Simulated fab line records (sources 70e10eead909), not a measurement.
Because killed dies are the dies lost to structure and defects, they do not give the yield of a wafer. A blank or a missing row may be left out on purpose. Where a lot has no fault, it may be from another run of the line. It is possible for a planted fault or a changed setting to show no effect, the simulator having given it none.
What tool caused it? :: flow nand-harc :: route of 1302 steps, sampled at 1 step: 13 lots, 39 wafers

== WHAT EACH GAUGE READ, for each wafer ==
NHARC_A_SLIT_OVL_MEAS_10. Usual: overlay-x-nm 0.3 nm, standard deviation 0.9; overlay-y-nm -0.5 nm, standard deviation 0.87.
lot: L650
measured: day 20 02:34
on: overlay-01
overlay-x-nm (nm): 0.3 0.3 0.1
overlay-y-nm (nm): -1.5 -1.4 -0.8
flag: 

lot: L651
measured: day 20 02:46
on: overlay-01
overlay-x-nm (nm): -0.3 0.3 0.7
overlay-y-nm (nm): 0.9 0.9 0.9
flag: 

lot: L653
measured: day 20 22:28
on: overlay-02
overlay-x-nm (nm): 0.8 0.5 1.1
overlay-y-nm (nm): -1.9 -1.6 -1.8
flag: 

lot: L655
measured: day 21 14:24
on: overlay-02
overlay-x-nm (nm): 0.4 0.3 0.4
overlay-y-nm (nm): -1.6 -1.1 -1.3
flag: 

lot: L658
measured: day 23 18:27
on: overlay-01
overlay-x-nm (nm): 1.7 0.8 1.5
overlay-y-nm (nm): -1.3 -1.1 -1.5
flag: 

lot: L657
measured: day 23 19:09
on: overlay-02
overlay-x-nm (nm): -1.4 -1.3 -1.9
overlay-y-nm (nm): 0.3 0.1 0.2
flag: 

lot: L659
measured: day 23 19:50
on: overlay-02
overlay-x-nm (nm): 0.0 0.5 0.6
overlay-y-nm (nm): -1.4 -1.2 -1.2
flag: 

lot: L660
measured: day 23 23:35
on: overlay-02
overlay-x-nm (nm): -0.8 -1.1 -0.8
overlay-y-nm (nm): -0.3 -0.7 -0.1
flag: 

lot: L662
measured: day 24 22:35
on: overlay-02
overlay-x-nm (nm): 1.1 1.1 0.9
overlay-y-nm (nm): 0.7 0.7 0.7
flag: 

lot: L661
measured: day 24 22:44
on: overlay-01
overlay-x-nm (nm): -0.1 -0.2 0.0
overlay-y-nm (nm): 0.2 0.1 0.0
flag: 

lot: L671
measured: day 28 22:44
on: overlay-01
overlay-x-nm (nm): 0.7 -0.2 0.2
overlay-y-nm (nm): 0.1 0.0 -0.3
flag: 

lot: L672
measured: day 29 17:16
on: overlay-01
overlay-x-nm (nm): -0.7 -1.3 -0.3
overlay-y-nm (nm): -1.5 -1.8 -2.1
flag: 

lot: L673
measured: day 29 17:26
on: overlay-02
overlay-x-nm (nm): 1.0 0.5 1.0
overlay-y-nm (nm): -0.3 0.6 -0.5
flag: 

== WHICH TOOL RAN EACH LOT (tool, then ch and the chambers of the sampled wafers, then the start) ==
The record shows no process step preceding these readings.

== WHAT THE TOOLS THEMSELVES READ (means of the sampled wafers that have a number; where no wafer has one, the mark that the record gives instead) ==
The record holds no such reading with a usual standard deviation.

== THE ANSWER, worked out from the rows above alone ==
Rule: a lot counts as off when the mean over its wafers that have a number is more than 3 standard deviations away from the usual mean. A lot without any number at a reading at which 4 lots or more have one is off too. The other lots that the step has rows for count as sound. The gauges are gone through in route order, then the tools' own readings, and for those a lot's mean is taken as printed above. At the first step where some lot is off, the reading lying furthest off is the one used; lots without a number count as furthest.
Across all readings shown, no lot is off: no conclusion can be drawn from this.

== WHAT HAD BEEN PUT IN BY THE SIMULATOR ==
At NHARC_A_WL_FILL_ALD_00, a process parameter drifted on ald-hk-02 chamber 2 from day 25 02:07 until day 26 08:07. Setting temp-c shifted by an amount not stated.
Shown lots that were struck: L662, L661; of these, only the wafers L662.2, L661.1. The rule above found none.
